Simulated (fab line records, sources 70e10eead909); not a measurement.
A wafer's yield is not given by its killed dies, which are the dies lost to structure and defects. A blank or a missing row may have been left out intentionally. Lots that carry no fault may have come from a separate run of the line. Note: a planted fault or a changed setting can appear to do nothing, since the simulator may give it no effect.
Struck lot and sound lot, side by side	flow nand-harc	14 out of 1159 route steps
Sound: these wafers, L909.2, L909.4, L909.6. Struck: wafers L917.1, L917.3, L917.5. At the end, the cause is stated.
Per side, at each step with rows, come the tool, then ch with its chambers, and then its first start. Under that, the readings that differ: sound wafers	struck wafers	difference of the means	sigmas: that difference in standard deviations of wafers without a fault.
alike: readings whose means differ by less than 2 such deviations, and words and numbers that are the same on both sides. not compared: withheld readings, readings that some wafer has no value for, bounds like >300 that may hide the same value, and numbers for which the record gives no deviation and whose values overlap.
The two part at a step that has a row with sigmas, a row that says differs or no value, or rows on one side only. Non-overlapping numbers with no deviation appear without sigmas and do not part them. Lack of a reading on every wafer of one side parts them only where that side has two or more wafers.

first, 1 step without rows for these wafers: NHARC_A_ONON_D1_DEP_09 (target thk 1000 nm).
NHARC_A_ONON_D1_THK_MEAS_11: measures by ellipsometry.
  sound: film-metro-02 at day 9 11:05; struck: film-metro-01 at day 11 19:11
  alike: thk-nm
after that, 1 step with no rows for these wafers: NHARC_A_ONON_D1_DEP_12 (target thk 1000 nm).
NHARC_A_ONON_D1_THK_MEAS_14: measures by ellipsometry.
  sound: film-metro-01 at day 9 11:40; struck: film-metro-01 at day 11 19:45
  alike: thk-nm
then, 2 steps without rows for these wafers: NHARC_A_ONON_D1_ANNEAL_15 (time 3600 s); NHARC_A_ONON_D1_DEP_16 (target thk 1000 nm).
NHARC_A_ONON_D1_THK_MEAS_18: measures by ellipsometry.
  sound: film-metro-02 at day 9 18:38; struck: film-metro-01 at day 12 04:38
  alike: thk-nm
after that, 1 step with no rows for these wafers: NHARC_A_ONON_D1_DEP_19 (target thk 1000 nm).
NHARC_A_ONON_D1_THK_MEAS_21: measures by ellipsometry.
  sound: film-metro-01 at day 9 19:13; struck: film-metro-02 at day 12 05:12
  alike: thk-nm
after that, 1 step with no rows for these wafers: NHARC_A_ONON_D1_DEP_22 (target thk 1000 nm).
NHARC_A_ONON_D1_THK_MEAS_24: measures by ellipsometry.
  sound: film-metro-01 at day 9 19:46; struck: film-metro-02 at day 12 05:47
  alike: thk-nm
NHARC_A_ONON_D1_DEP_25: target thk 1000 nm.
  sound on pecvd-onon-02 ch 0, day 9 19:53; struck on pecvd-onon-03 ch 0, day 12 05:51
NHARC_A_ONON_D1_THK_MEAS_27: measures by ellipsometry.
  sound: film-metro-01 at day 9 20:20; struck: film-metro-01 at day 12 06:32
reading	sound	struck	difference	sigmas
thk-nm (nm)	1005 1007 1004	1876 1873 1877	+870	+87
  not compared: hold
NHARC_END_SORT_01:
  the record has rows for the sound wafers here (prober-01 ch 0, day 22 07:53) and none for the struck ones

== WHERE THEY PART ==
Earliest at NHARC_A_ONON_D1_THK_MEAS_27; latest, in this record, at NHARC_END_SORT_01.

WHY: whatever the simulator had introduced
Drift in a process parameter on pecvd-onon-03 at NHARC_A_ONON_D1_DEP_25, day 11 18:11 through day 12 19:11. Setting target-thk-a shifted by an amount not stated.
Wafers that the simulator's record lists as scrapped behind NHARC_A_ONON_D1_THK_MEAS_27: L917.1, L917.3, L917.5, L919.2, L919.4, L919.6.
